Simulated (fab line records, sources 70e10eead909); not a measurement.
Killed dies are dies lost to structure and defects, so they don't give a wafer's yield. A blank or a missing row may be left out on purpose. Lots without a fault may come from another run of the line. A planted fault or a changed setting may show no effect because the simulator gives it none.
fab line records | flow nand_harc
record lots=6 wafers=18 last_day=26
route steps=1159 shown A_STAIRCASE@616 END@1159
lots that met no fault: from a run of the same line without faults
start_h: hours from the record's first day to the start of the lot's first wafer shown | wait_h: hours since the lot's step before | " the same as in the row above | L1.1+2: a row that stands for several wafers | - no value, or no start given | * or withheld: withheld | < > ~ a bound
route shown NAME@n: a module of which the file shows steps, and the number in the route of the first | usual: mean/standard deviation of fault-free wafers | same: alike in all rows | chamber/n: place in a boat | sites: the reading at each site | _std_site: their standard deviation | _edge_site: outer sites' mean less inner sites' | radius_mm: how far each site lies from the wafer's centre | mask NAME#n: copy n | behind: the tool/chamber that last shaped the wafer | hold: why the lot was held/for how many hours/how that ended | device: the transistor (n, p or np) that didn't switch | end of line: the same wafers' tests at the end of the route | a step without rows: its recipe alone | killed: dies lost to structure and defects at the first sort, not the wafer's yield | map: a wafer's dies, x killed, . not, _ none there
set.NAME: the setting as run; set.NAME@STEP: as run at that earlier step | model.NAME: the simulator's own value behind a step, which no gauge read
lots at some steps of the route; a table a step, a row a wafer
services: from which hour (start_h, from the record's first day; less than 0 if before it) a tool's chamber was out of use, for how many hours, and why
## steps
# step NHARC_A_STAIRCASE_TRIM_222
# recipe time_s=211.2 o2_flow_sccm=500 ar_flow_sccm=0 bias_w=0 chemistry=O2
# step NHARC_A_STAIRCASE_ETCH_223
# recipe target_depth_a=1000 time_s=40.5 ion_energy_ev=400 c4f8_flow_sccm=20 o2_flow_sccm=10 ar_flow_sccm=withheld rf_w=600 bias_w=1000 chemistry=C4F8/O2
# step NHARC_A_STAIRCASE_TRIM_224
# recipe time_s=211.2 o2_flow_sccm=500 ar_flow_sccm=0 bias_w=0 chemistry=O2
# step NHARC_A_STAIRCASE_ETCH_225
# recipe target_depth_a=1000 time_s=40.5 ion_energy_ev=400 c4f8_flow_sccm=20 o2_flow_sccm=10 ar_flow_sccm=withheld rf_w=600 bias_w=1000 chemistry=C4F8/O2
# step NHARC_A_STAIRCASE_TRIM_226
# recipe time_s=211.2 o2_flow_sccm=500 ar_flow_sccm=0 bias_w=0 chemistry=O2
# usual drypump_motor_current_A=5.8/0.58 mfc_ar_sccm=0.011/0.0091 oes_product_au=1.000/0.012 rf_vpp_V=57.7/1 showerhead_plenum_p_Torr=3.54/0.12 throttle_valve_pct=17.036/0.0088
# columns lot.wafer tool chamber start_h wait_h drypump_motor_current_A mfc_ar_sccm oes_product_au rf_hours_counter_h rf_vpp_V showerhead_plenum_p_Torr throttle_valve_pct
L467.1 rie_diel-09 1 - - 5.7 0.004 0.994 2 59.4 3.64 17.017
L467.3 " 3 " " 4.8 0 1.000 2 57.2 3.57 17.026
L467.5 " 1 " " 5.8 0.004 0.998 - 57.3 3.64 17.043
L473.4 rie_diel-05 2 - - 5.3 0.013 1.013 47 57.9 3.57 17.023
L473.1 " 1 " " 5.2 0.024 0.997 48 58.4 3.61 17.041
L473.6 " 2 " " 5.3 0.013 1.016 - 58.0 3.57 17.032
L472.3 rie_diel-05 1 - - 5.2 0.024 1.005 49 59.1 3.61 17.043
L472.2 " 2 " " 5.3 0.013 1.023 48 57.4 3.57 17.034
L472.1 " 3 " " 6.7 0.026 1.001 46 56.8 3.36 17.033
L483.1 rie_diel-05 1 - - 5.3 0.024 0.992 4 57.0 3.60 17.038
L483.2 " 3 " " 6.7 0.026 0.990 3 56.8 3.35 17.033
L483.6 " 2 " " 5.3 0.013 1.010 - 59.0 3.56 17.035
L484.3 rie_diel-13 2 - - 6.0 0 0.982 31 58.5 3.62 17.048
L484.4 " 0 " " 6.1 0 0.994 30 57.1 3.28 17.039
L484.6 " 2 " " 6.0 0 0.976 - 58.0 3.62 17.034
L486.4 rie_diel-05 3 - - 6.7 0.026 1.002 13 56.7 3.34 17.057
L486.1 " 0 " " 6.5 0.009 0.998 13 57.7 3.36 17.052
L486.5 " 2 " " 5.3 0.013 1.005 - 57.0 3.55 17.034
# step NHARC_A_STAIRCASE_ETCH_227
# recipe target_depth_a=1000 time_s=40.5 ion_energy_ev=400 c4f8_flow_sccm=20 o2_flow_sccm=10 ar_flow_sccm=withheld rf_w=600 bias_w=1000 chemistry=C4F8/O2
# usual bias_w=1000.2/2.8 chamber_pressure_mTorr=25.002/0.024 oes_product_au=0.942/0.012 rf_vpp_V=896/4.7
# columns lot.wafer tool chamber start_h wait_h bias_w chamber_pressure_mTorr oes_product_au rf_hours_counter_h rf_vpp_V
L467.1 rie_diel-09 2 - - 994.6 25.001 0.955 2 899
L467.3 " 3 " " 999.1 25.012 0.960 2 897
L467.5 " 1 " " 1001.8 24.964 0.939 - 900
L473.1 rie_diel-05 3 - - 999.8 24.974 0.941 46 889
L473.4 " 0 " " 998.7 24.973 0.962 46 889
L473.6 " 3 " " 997.6 24.996 0.934 - 891
L472.2 rie_diel-05 3 - - 997.5 25.010 0.958 47 891
L472.3 " 0 " " 999.4 24.986 0.957 47 891
L472.1 " 1 " " 1008.6 25.029 0.943 49 900
L483.1 rie_diel-05 2 - - 999.8 25.030 0.953 4 897
L483.2 " 3 " " 1004.0 25.025 0.932 3 890
L483.6 " 1 " " 997.8 25.008 0.939 - 898
L484.3 rie_diel-13 0 - - 998.5 25.005 0.949 30 887
L484.4 " 1 " " 1003.5 25.029 0.939 29 898
L484.6 " 0 " " 995.5 24.994 0.939 - 888
L486.4 rie_diel-05 2 - - 999.1 25.021 0.947 12 898
L486.1 " 3 " " 998.7 25.000 0.930 13 889
L486.5 " 2 " " 999.8 25.022 0.938 - 896
# step NHARC_A_STAIRCASE_TRIM_229
# recipe time_s=211.2 o2_flow_sccm=500 ar_flow_sccm=0 bias_w=0 chemistry=O2
# usual drypump_motor_current_A=5.9/0.64 mfc_ar_sccm=0.012/0.0094 oes_product_au=1.000/0.011 rf_vpp_V=57.8/0.97 showerhead_plenum_p_Torr=3.50/0.13 throttle_valve_pct=17.036/0.009
# columns lot.wafer tool chamber start_h wait_h drypump_motor_current_A mfc_ar_sccm oes_product_au rf_hours_counter_h rf_vpp_V showerhead_plenum_p_Torr throttle_valve_pct
L467.1 rie_diel-05 1 270.13 0.1 5.3 0.024 0.997 39 58.2 3.62 17.041
L467.3 " 3 " " 6.7 0.026 1.012 36 58.2 3.36 17.040
L467.5 " 0 " " 6.5 0.009 1.010 - 57.6 3.38 17.038
L473.1 rie_diel-09 2 294.96 0.2 5.8 0.017 1.003 14 57.3 3.59 17.046
L473.4 " 3 " " 4.7 0 0.993 13 57.5 3.57 17.028
L473.6 " 3 " " 4.8 0 0.999 - 58.6 3.57 17.042
L472.3 rie_diel-13 2 295.98 0.1 6.0 0 0.986 4 58.2 3.64 17.033
L472.1 " 3 " " 5.0 0.011 1.009 4 58.3 3.67 17.045
L472.2 " 0 " " 6.1 0 0.991 4 56.7 3.30 17.048
L483.2 rie_diel-05 2 360.39 0.2 5.3 0.013 1.004 4 57.5 3.56 17.030
L483.1 " 0 " " 6.5 0.009 0.999 4 57.9 3.36 17.017
L483.6 " 2 " " 5.3 0.013 1.008 - 57.7 3.56 17.044
L484.4 rie_diel-13 0 367.42 0.1 6.1 0 0.995 30 57.7 3.28 17.030
L484.3 " 2 " " 6.0 0 0.989 31 58.2 3.62 17.034
L484.6 " 0 " " 6.1 0 0.990 - 56.5 3.28 17.053
L486.1 rie_diel-05 1 383.28 0.1 5.2 0.024 0.978 12 57.9 3.60 17.043
L486.4 " 2 " " 5.3 0.013 0.999 12 58.0 3.55 17.039
L486.5 " 0 " " 6.5 0.009 1.006 - 57.6 3.36 17.035
# step NHARC_A_STAIRCASE_ETCH_230
# recipe target_depth_a=1000 time_s=40.5 ion_energy_ev=400 c4f8_flow_sccm=20 o2_flow_sccm=10 ar_flow_sccm=withheld rf_w=600 bias_w=1000 chemistry=C4F8/O2
# usual bias_w=1000/3 chamber_pressure_mTorr=25.001/0.024 oes_product_au=0.946/0.016 rf_vpp_V=895/4.8
# columns lot.wafer tool chamber start_h wait_h bias_w chamber_pressure_mTorr oes_product_au rf_hours_counter_h rf_vpp_V
L467.1 rie_diel-05 2 - - 1000 24.995 0.949 38 897
L467.3 " 1 " " 1001 24.983 0.922 39 899
L467.5 " 3 " " 1003 24.944 0.942 - 890
L473.1 rie_diel-09 0 - - 1001 25.002 0.955 13 902
L473.4 " 1 " " 999 25.010 0.942 14 900
L473.6 " 2 " " 1005 24.993 0.939 - 898
L472.3 rie_diel-13 3 - - 998 24.995 0.952 4 902
L472.2 " 0 " " 1000 25.004 0.943 4 888
L472.1 " 2 " " 994 25.007 0.926 4 900
L483.2 rie_diel-05 1 - - 998 24.995 0.913 4 899
L483.1 " 3 " " 1003 24.988 0.926 4 889
L483.6 " 2 " " 999 24.968 0.942 - 897
L484.4 rie_diel-13 1 - - 995 25.011 0.929 29 896
L484.3 " 3 " " 1004 24.991 0.951 32 901
L484.6 " 1 " " 997 24.990 0.924 - 896
L486.1 rie_diel-05 1 - - 1002 24.992 0.927 12 899
L486.4 " 3 " " 995 25.000 0.952 13 888
L486.5 " 1 " " 1000 25.066 0.929 - 898
# step NHARC_A_STAIRCASE_TRIM_231
# recipe time_s=211.2 o2_flow_sccm=500 ar_flow_sccm=0 bias_w=0 chemistry=O2
# step NHARC_A_STAIRCASE_ETCH_232
# recipe target_depth_a=1000 time_s=40.5 ion_energy_ev=400 c4f8_flow_sccm=20 o2_flow_sccm=10 ar_flow_sccm=withheld rf_w=600 bias_w=1000 chemistry=C4F8/O2
# step NHARC_A_STAIRCASE_TRIM_233
# recipe time_s=211.2 o2_flow_sccm=500 ar_flow_sccm=0 bias_w=0 chemistry=O2
# usual drypump_motor_current_A=5.8/0.62 mfc_ar_sccm=0.013/0.0093 oes_product_au=1.000/0.011 rf_vpp_V=57.7/0.94 showerhead_plenum_p_Torr=3.52/0.12 throttle_valve_pct=17.036/0.0087
# columns lot.wafer tool chamber start_h wait_h drypump_motor_current_A mfc_ar_sccm oes_product_au rf_hours_counter_h rf_vpp_V showerhead_plenum_p_Torr throttle_valve_pct
L467.3 rie_diel-05 3 - - 6.7 0.026 0.994 36 59.0 3.36 17.042
L467.1 " 0 " " 6.5 0.009 1.007 36 57.0 3.38 17.013
L467.5 " 2 " " 5.3 0.013 1.021 - 57.9 3.57 17.032
L473.4 rie_diel-09 3 - - 4.8 0 1.000 13 58.3 3.57 17.042
L473.1 " 2 " " 5.8 0.017 1.005 15 58.9 3.59 17.036
L473.6 " 0 " " 5.7 0.013 1.020 - 56.6 3.68 17.027
L472.3 rie_diel-13 2 - - 5.9 0 0.985 4 55.8 3.64 17.036
L472.2 " 3 " " 5.1 0.011 1.003 5 59.8 3.67 17.030
L472.1 " 1 " " 6.4 0 0.999 4 58.2 3.55 17.042
L483.2 rie_diel-05 3 - - 6.7 0.026 0.990 4 57.5 3.35 17.030
L483.1 " 0 " " 6.6 0.009 1.002 5 58.2 3.36 17.035
L483.6 " 2 " " 5.3 0.013 1.023 - 56.4 3.56 17.034
L484.3 rie_diel-13 2 - - 6.0 0 0.979 32 58.2 3.62 17.013
L484.4 " 0 " " 6.2 0 0.987 30 57.8 3.28 17.035
L484.6 " 1 " " 6.4 0 1.003 - 57.5 3.54 17.038
L486.1 rie_diel-05 2 - - 5.3 0.013 1.009 12 58.0 3.55 17.033
L486.4 " 0 " " 6.5 0.009 0.998 13 56.8 3.36 17.039
L486.5 " 2 " " 5.3 0.013 1.008 - 60.0 3.55 17.043
# step NHARC_A_STAIRCASE_ETCH_234
# recipe target_depth_a=1000 time_s=40.5 ion_energy_ev=400 c4f8_flow_sccm=20 o2_flow_sccm=10 ar_flow_sccm=withheld rf_w=600 bias_w=1000 chemistry=C4F8/O2
# usual bias_w=999.8/2.9 chamber_pressure_mTorr=24.997/0.024 oes_product_au=0.938/0.013 rf_vpp_V=895/4.6
# columns lot.wafer tool chamber start_h wait_h bias_w chamber_pressure_mTorr oes_product_au rf_hours_counter_h rf_vpp_V
L467.1 rie_diel-05 1 271.22 - 999.8 25.001 0.940 39 899
L467.3 " 2 " " 995.6 25.022 0.963 38 897
L467.5 " 2 " " 1004.0 24.947 0.960 - 898
L473.4 rie_diel-09 0 295.86 - - - - - -
L473.1 " 1 " " - - - - -
L473.6 " 0 " " - - - - -
L472.3 rie_diel-13 2 296.69 - - - - - -
L472.1 " 3 " " - - - - -
L472.2 " 1 " " - - - - -
L483.1 rie_diel-05 0 361.54 - 999.3 25.019 0.930 5 891
L483.2 " 2 " " 1006.1 25.044 0.941 5 899
L483.6 " 1 " " 999.8 24.983 0.908 - 900
L484.3 rie_diel-13 3 368.08 - 999.3 24.959 0.965 32 900
L484.4 " 0 " " 1001.8 24.966 0.922 30 886
L484.6 " 1 " " 994.3 25.006 0.938 - 896
L486.1 rie_diel-05 1 383.92 - 997.8 25.018 0.919 13 899
L486.4 " 3 " " 1001.8 24.991 0.938 13 889
L486.5 " 2 " " 1001.1 24.989 0.944 - 896
# step NHARC_A_STAIRCASE_TRIM_235
# recipe time_s=211.2 o2_flow_sccm=500 ar_flow_sccm=0 bias_w=0 chemistry=O2
# step NHARC_END_SORT_01
# recipe temp_c=25
# usual killed_at_array=28/9.1 killed_at_other=0.6/0.87 killed_at_periphery=3.4/2.7 killed_dies=32/9 killed_open=3.2/1.9 killed_short=2.0/1.3
# same gross_dies=677
# columns lot.wafer tool chamber start_h wait_h killed_at_array killed_at_other killed_at_periphery killed_dies killed_open killed_short
L472.1 prober-02 0 502.02 2.5 677 0 0 677 2 0
L472.2 prober-02 0 502.83 2.8 677 0 0 677 8 0
L472.3 prober-02 0 503.64 3.1 676 0 1 677 2 2
L473.1 prober-02 0 533.32 2.5 673 0 4 677 4 3
L473.4 prober-02 0 535.69 3.4 670 1 6 677 5 1
L473.6 prober-02 0 537.28 4.0 673 1 3 677 7 2
L484.3 prober-01 0 596.87 3.1 11 0 3 14 0 1
L484.4 prober-01 0 597.67 3.4 15 2 2 19 2 4
L484.6 prober-01 0 599.27 4.0 18 0 0 18 4 1
# killed by level:class
L472.1 A_STAIRCASE:area_etch=652 A_STAIRCASE:chamber_film_flake=10 A_CHANNEL_HOLE_D1:chamber_film_flake=7 A_CONTACT:chamber_film_flake=6 A_ONON_D1:geometric_particle:open=1 A_SGD_CUT:geometric_particle:open=1
L472.2 A_STAIRCASE:area_etch=645 A_CHANNEL_HOLE_D1:chamber_film_flake=9 A_STAIRCASE:chamber_film_flake=8 A_CONTACT:chamber_film_flake=4 A_M0:geometric_particle:open=3 A_SLIT:chamber_film_flake=3 A_BLC:geometric_particle:open=2 A_ONON_D1:geometric_particle:open=1
L472.3 A_STAIRCASE:area_etch=654 A_CHANNEL_HOLE_D1:chamber_film_flake=8 A_STAIRCASE:chamber_film_flake=7 A_CONTACT:chamber_film_flake=3 P_M1:geometric_particle:short=1 A_ONON_D1:geometric_particle:open=1 A_CONTACT:geometric_particle:open=1 A_M0:geometric_particle:short=1
L473.1 A_STAIRCASE:area_etch=647 A_SLIT:chamber_film_flake=12 A_CHANNEL_HOLE_D1:chamber_film_flake=6 A_STAIRCASE:chamber_film_flake=2 P_M0:geometric_particle:short=1 P_M1:geometric_particle:open=1 A_CHANNEL_FILL_D1:geometric_particle:short=1 A_SLIT:geometric_particle:short=1
L473.4 A_STAIRCASE:area_etch=637 A_SLIT:chamber_film_flake=22 A_CHANNEL_HOLE_D1:chamber_film_flake=3 P_M0:geometric_particle:open=2 A_CHANNEL_FILL_D1:chamber_film_flake=2 P_ZERO_WELL:chamber_film_flake=2 A_CHANNEL_HOLE_D1:geometric_particle:open=1 A_CHANNEL_FILL_D1:geometric_particle:open=1
L473.6 A_STAIRCASE:area_etch=637 A_SLIT:chamber_film_flake=21 A_CHANNEL_HOLE_D1:chamber_film_flake=4 P_CONTACT:geometric_particle:open=2 A_CONTACT:geometric_particle:open=2 A_STAIRCASE:chamber_film_flake=2 A_CONTACT:chamber_film_flake=2 P_M1:geometric_particle:open=1
L484.3 A_CHANNEL_HOLE_D1:chamber_film_flake=6 A_CONTACT:chamber_film_flake=4 P_GATE:chamber_film_flake=2 A_WL_FILL:geometric_particle:short=1 P_STI:chamber_film_flake=1
L484.4 A_CHANNEL_HOLE_D1:chamber_film_flake=6 THIN_TSV:chamber_film_flake=2 P_M0:geometric_particle:short=1 A_SOURCE_PLATE:geometric_particle:short=1 A_ONON_D1:geometric_particle:short=1 A_CHANNEL_FILL_D1:geometric_particle:short=1 A_WL_FILL:geometric_particle:open=1 A_CONTACT:geometric_particle:open=1
L484.6 A_CHANNEL_HOLE_D1:chamber_film_flake=10 A_CONTACT:chamber_film_flake=2 A_CHANNEL_HOLE_D1:geometric_particle:open=1 A_WL_FILL:geometric_particle:short=1 A_WL_FILL:geometric_particle:open=1 A_CONTACT:geometric_particle:open=1 A_M0:geometric_particle:open=1 A_STAIRCASE:chamber_film_flake=1
# map L472.1 (x killed, . not)
____________x____________
_________xxxxxxx_________
_______xxxxxxxxxxx_______
______xxxxxxxxxxxxx______
_____xxxxxxxxxxxxxxx_____
____xxxxxxxxxxxxxxxxx____
____xxxxxxxxxxxxxxxxx____
___xxxxxxxxxxxxxxxxxxx___
___xxxxxxxxxxxxxxxxxxx___
__xxxxxxxxxxxxxxxxxxxxx__
__xxxxxxxxxxxxxxxxxxxxx__
_xxxxxxxxxxxxxxxxxxxxxxx_
_xxxxxxxxxxxxxxxxxxxxxxx_
_xxxxxxxxxxxxxxxxxxxxxxx_
_xxxxxxxxxxxxxxxxxxxxxxx_
_xxxxxxxxxxxxxxxxxxxxxxx_
xxxxxxxxxxxxxxxxxxxxxxxxx
xxxxxxxxxxxxxxxxxxxxxxxxx
xxxxxxxxxxxxxxxxxxxxxxxxx
xxxxxxxxxxxxxxxxxxxxxxxxx
xxxxxxxxxxxxxxxxxxxxxxxxx
_xxxxxxxxxxxxxxxxxxxxxxx_
_xxxxxxxxxxxxxxxxxxxxxxx_
_xxxxxxxxxxxxxxxxxxxxxxx_
_xxxxxxxxxxxxxxxxxxxxxxx_
_xxxxxxxxxxxxxxxxxxxxxxx_
__xxxxxxxxxxxxxxxxxxxxx__
__xxxxxxxxxxxxxxxxxxxxx__
___xxxxxxxxxxxxxxxxxxx___
___xxxxxxxxxxxxxxxxxxx___
____xxxxxxxxxxxxxxxxx____
____xxxxxxxxxxxxxxxxx____
_____xxxxxxxxxxxxxxx_____
______xxxxxxxxxxxxx______
_______xxxxxxxxxxx_______
_________xxxxxxx_________
____________x____________
# map L473.1 (x killed, . not)
____________x____________
_________xxxxxxx_________
_______xxxxxxxxxxx_______
______xxxxxxxxxxxxx______
_____xxxxxxxxxxxxxxx_____
____xxxxxxxxxxxxxxxxx____
____xxxxxxxxxxxxxxxxx____
___xxxxxxxxxxxxxxxxxxx___
___xxxxxxxxxxxxxxxxxxx___
__xxxxxxxxxxxxxxxxxxxxx__
__xxxxxxxxxxxxxxxxxxxxx__
_xxxxxxxxxxxxxxxxxxxxxxx_
_xxxxxxxxxxxxxxxxxxxxxxx_
_xxxxxxxxxxxxxxxxxxxxxxx_
_xxxxxxxxxxxxxxxxxxxxxxx_
_xxxxxxxxxxxxxxxxxxxxxxx_
xxxxxxxxxxxxxxxxxxxxxxxxx
xxxxxxxxxxxxxxxxxxxxxxxxx
xxxxxxxxxxxxxxxxxxxxxxxxx
xxxxxxxxxxxxxxxxxxxxxxxxx
xxxxxxxxxxxxxxxxxxxxxxxxx
_xxxxxxxxxxxxxxxxxxxxxxx_
_xxxxxxxxxxxxxxxxxxxxxxx_
_xxxxxxxxxxxxxxxxxxxxxxx_
_xxxxxxxxxxxxxxxxxxxxxxx_
_xxxxxxxxxxxxxxxxxxxxxxx_
__xxxxxxxxxxxxxxxxxxxxx__
__xxxxxxxxxxxxxxxxxxxxx__
___xxxxxxxxxxxxxxxxxxx___
___xxxxxxxxxxxxxxxxxxx___
____xxxxxxxxxxxxxxxxx____
____xxxxxxxxxxxxxxxxx____
_____xxxxxxxxxxxxxxx_____
______xxxxxxxxxxxxx______
_______xxxxxxxxxxx_______
_________xxxxxxx_________
____________x____________
## services
# columns tool chamber start_h hours kind
rie_diel-05 0 246.26 - clean
rie_diel-05 1 246.26 - clean
rie_diel-05 2 246.26 - clean
rie_diel-05 3 246.26 - clean
rie_diel-09 - 254.22 9.0 pm
rie_diel-05 0 270.76 - clean
rie_diel-05 1 270.76 - clean
rie_diel-05 2 270.76 - clean
rie_diel-05 3 270.76 - clean
rie_diel-13 - 276.17 9.0 pm
rie_diel-05 0 295.30 - clean
rie_diel-05 1 295.30 - clean
rie_diel-05 2 295.30 - clean
rie_diel-05 3 295.30 - clean
rie_diel-05 0 319.84 - clean
rie_diel-05 1 319.84 - clean
rie_diel-05 2 319.84 - clean
rie_diel-05 3 319.84 - clean
rie_diel-05 - 340.63 9.0 pm
rie_diel-05 0 340.63 9.0 vent_cycle
rie_diel-05 1 340.63 9.0 vent_cycle
rie_diel-09 0 353.62 40.8 repair
rie_diel-09 2 354.77 10.6 repair
rie_diel-09 2 366.19 2.7 repair
## key
first_sign step=NHARC_A_STAIRCASE_ETCH_234 reading=tool_record direction=missing
effect step=NHARC_END_SORT_01 reading=killed_dies direction=up sigmas=72 usual=32 struck=677
more_kills_born_at NHARC_A_STAIRCASE_ETCH_234@rie_diel-13=1951 NHARC_A_STAIRCASE_ETCH_234@rie_diel-09=1921
met_at NHARC_A_STAIRCASE_ETCH_234
struck_wafers L472.1,L472.2,L472.3,L473.1,L473.4,L473.6
later_rows_left_out L472.1,L472.2,L472.3,L473.1,L473.4,L473.6
tester_left_out L472,L473
fault kind=skipped_step_whole tool=rie_diel-09,rie_diel-13 chamber=- onset_h=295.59 steps=NHARC_A_STAIRCASE_ETCH_234 scope=struck_lots_only
# tester_left_out: of these lots the tester's yield and bins aren't shown, on N5 and GAA mostly nor the transistor test; their killed dies are dies lost to structure and defects alone, not to doping, threshold or leakage, so they don't give the yield
# later_rows_left_out: the simulator's readings of these wafers behind a module that went badly wrong aren't trusted and aren't shown, but for the sort
